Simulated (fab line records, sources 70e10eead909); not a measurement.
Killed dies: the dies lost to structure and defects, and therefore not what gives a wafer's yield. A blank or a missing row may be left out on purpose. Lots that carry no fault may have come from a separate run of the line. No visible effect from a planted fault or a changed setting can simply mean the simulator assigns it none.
Problem report in the 8D (eight disciplines) form, filled by code | flow nand-harc | the parts of the form that need people (team, actions taken, sign-off) are left out

== 1. WHAT WENT WRONG ==
sort_bin_2_pct at NHARC_END_SORT_01 reads a mean of 32.0 % on 2 wafers of 2 lots; wafers without a fault read 1.3 % with a standard deviation of 0.63. That is +49 standard deviations from the usual mean.
Seen first at day 25 15:17 on prober-01, wafer L320.1. The record holds 3 wafers of 2 lots with a number at this step. Rule for "out", or "out of limits": more than 4 standard deviations from the usual mean. The rest of the wafers with a number are treated as sound.

== 2. WHAT IT IS AND WHAT IT IS NOT ==
question                    | is                                                                                                                                                  | is not
which readings at this step | sort_bin_2_pct, defect-limited-yield, killed-at-array, killed-dies, sort_bin_3_pct, sort_bin_4_pct, sort-n-pass, sort-rim-yield-pct, sort-yield-pct | killed-at-other, killed-at-periphery, killed-open, killed-short
which lots                  | L320, L323                                                                                                                                          | -
which wafers of those lots  | L320.1, L323.1                                                                                                                                      | L323.2
read on which gauges        | prober-01, prober-02                                                                                                                                | -
when                        | from day 25 15:17                                                                                                                                   | up to then (0 sound wafers); but 1 sound wafer of L323 came after

== 3. SUSPECTS, AND WHAT RULES EACH OUT ==
Counting: any tool at a process step up to the reading remains a suspect provided it ran every lot that is out. Sound lots after the first of them don't rule it out here, since some wafers of a struck lot are sound.
- the gauge at NHARC_END_SORT_01: ruled out. The wafers that are out were read on 2 gauges (prober-01, prober-02).
- cmp-01 at NHARC_A_M0_CMP_23 (polishes, t overpolish 20 s, target thk 113.75 nm): kept. It ran every lot that is out, first L320 (day 22 07:22).
- ecd-cu-01 at NHARC_A_BONDPAD_ECD_18 (material Cu, target thk 400 nm): kept. It ran every lot that is out, first L320 (day 22 15:49).
Remaining after the count are cmp-01 at NHARC_A_M0_CMP_23 and ecd-cu-01 at NHARC_A_BONDPAD_ECD_18.

== 4. THE CAUSE (what the simulator had put in) ==
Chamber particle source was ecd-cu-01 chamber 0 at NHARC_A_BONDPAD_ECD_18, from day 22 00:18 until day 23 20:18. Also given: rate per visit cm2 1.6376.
After counting, 2 suspects remain, this tool included.

== 5. SEQUENCE OF EFFECTS, ordered by route ==
Each row: a reading whose mean over the struck wafers that have a number lies more than 3 standard deviations from the usual. Scope: only readings with a usual standard deviation given in the record; hours: median across lots of the time from each lot's start at the first step in this table that gives one to its start at this step; sigmas: change in usual standard deviations.
hours | step              | reading              | usual  | on struck wafers | change | sigmas
0     | NHARC_END_SORT_01 | defect-limited-yield | 95.6 % | 20.5             | -75.1  | -47
0     | NHARC_END_SORT_01 | killed-at-array      | 26     | 538              | +512   | +47
0     | NHARC_END_SORT_01 | killed-dies          | 29     | 538              | +510   | +46
0     | NHARC_END_SORT_01 | sort_bin_2_pct       | 1.3 %  | 32.0             | +30.7  | +49
0     | NHARC_END_SORT_01 | sort_bin_3_pct       | 0.20 % | 7.38             | +7.18  | +40
0     | NHARC_END_SORT_01 | sort_bin_4_pct       | 2.8 %  | 40.2             | +37.4  | +34
0     | NHARC_END_SORT_01 | sort-n-pass          | 648    | 138              | -510   | -46
0     | NHARC_END_SORT_01 | sort-rim-yield-pct   | 95 %   | 24               | -71    | -21
0     | NHARC_END_SORT_01 | sort-yield-pct       | 95.6 % | 20.5             | -75.1  | -47

== 6. HOW IT WOULD HAVE BEEN CAUGHT EARLIER ==
In this record the first reading out of limits at a measuring or inspecting step was taken at day 25 15:17, 87 hours after the fault began at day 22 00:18.
By day 25 15:17 the whole set of lots that are out, 2 in number, had already begun NHARC_A_BONDPAD_ECD_18 on ecd-cu-01. Holding the tool at that point would not have protected any of them.
